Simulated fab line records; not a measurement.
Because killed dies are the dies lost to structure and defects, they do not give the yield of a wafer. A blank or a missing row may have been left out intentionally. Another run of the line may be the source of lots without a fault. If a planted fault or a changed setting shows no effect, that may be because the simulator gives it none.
8D (eight disciplines) problem report, filled in by code / flow n5-finfet / the parts of the form that need people (team, actions taken, sign-off) are left out

== 1. PROBLEM STATEMENT ==
A mean of 23898 W is read at N5_BEOL_M14_SPUTTER_45 for cathode-dc-power-W, taken on 1 wafer of 1 lot, against 26000 W (standard deviation 5) on wafers free of any fault. So: -99 or more standard deviations from the usual mean.
The step: material Cu, target thk 100 nm, time 16.67 s.
First observed at day 14 10:54: wafer L470.4, on pvd-sputter-02. Wafers with a number at this step in the record: 33, from 11 lots. Rule for "out", or "out of limits": more than 4 standard deviations from the usual mean. Any other wafer with a number is counted as sound.

== 2. WHAT THIS IS AND IS NOT ==
question=which readings at this step | is=cathode-dc-power-W | is not=throttle-valve-pct
question=which lots | is=L470 | is not=L460, L462, L463, L465, L466, L468, L469, L473, L475, L480
question=which wafers of those lots | is=L470.4 | is not=L470.1, L470.6
question=read on which tools | is=pvd-sputter-02 | is not=pvd-sputter-01, pvd-sputter-03
question=when | is=from day 14 10:54 | is not=up to then (23 sound wafers); but 9 sound wafers of L473, L475, L480 came after

== 3. SUSPECTS, AND WHAT RULES EACH OUT ==
Counting: if a tool at a process step up to the reading ran every lot that is out, it stays a suspect. Sound lots after the first of them don't rule it out here, since some wafers of a struck lot are sound.
- rie-diel-04 at N5_BEOL_M14_STRIP_37 (strips in O2): kept. L470, the lot that is out, went through it at day 14 09:49; up to then, the latest sound lot through it was L468 at day 13 04:14.
- pvd-sputter-02 at N5_BEOL_M14_SPUTTER_45 (material Cu, target thk 100 nm, time 16.67 s): kept. L470, the lot that is out, went through it at day 14 10:54; up to then, the latest sound lot through it was L468 at day 13 05:13. Its own cathode-dc-power-W readings are out on those wafers.
- In rie-diel-04 at N5_BEOL_M14_STRIP_37, the wafers that are out were processed in chamber 1 and their sound lot-mates in chambers 0, 2.
The count leaves pvd-sputter-02 at N5_BEOL_M14_SPUTTER_45 and rie-diel-04 at N5_BEOL_M14_STRIP_37.

== 4. THE CAUSE (what the simulator had put in) ==
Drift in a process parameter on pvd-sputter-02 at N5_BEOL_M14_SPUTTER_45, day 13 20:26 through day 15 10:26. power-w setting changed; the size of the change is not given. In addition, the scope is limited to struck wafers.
Counting left 2 suspects, and this tool is among them.

== 5. THE CHAIN OF EFFECTS, in route order ==
Each row: a reading where the mean over the struck wafers with a number is more than 3 standard deviations away from the usual. Only readings for which the record gives a usual standard deviation are gone through. hours: the time from each lot's start at the first step in this table that gives one to its start at this step, as a median over the lots. sigmas: the change in usual standard deviations.
hours=0; step=N5_BEOL_M14_SPUTTER_45; reading=cathode-dc-power-W; usual=26000 W; on struck wafers=23898; change=-2102; sigmas=-99 or more
It contains these process steps:
- N5_BEOL_M14_SPUTTER_45: material Cu, target thk 100 nm, time 16.67 s.

== 6. WHAT WOULD HAVE CAUGHT IT SOONER ==
In this record the first reading out of limits was taken at day 14 10:54, 14 hours after the fault began at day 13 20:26.
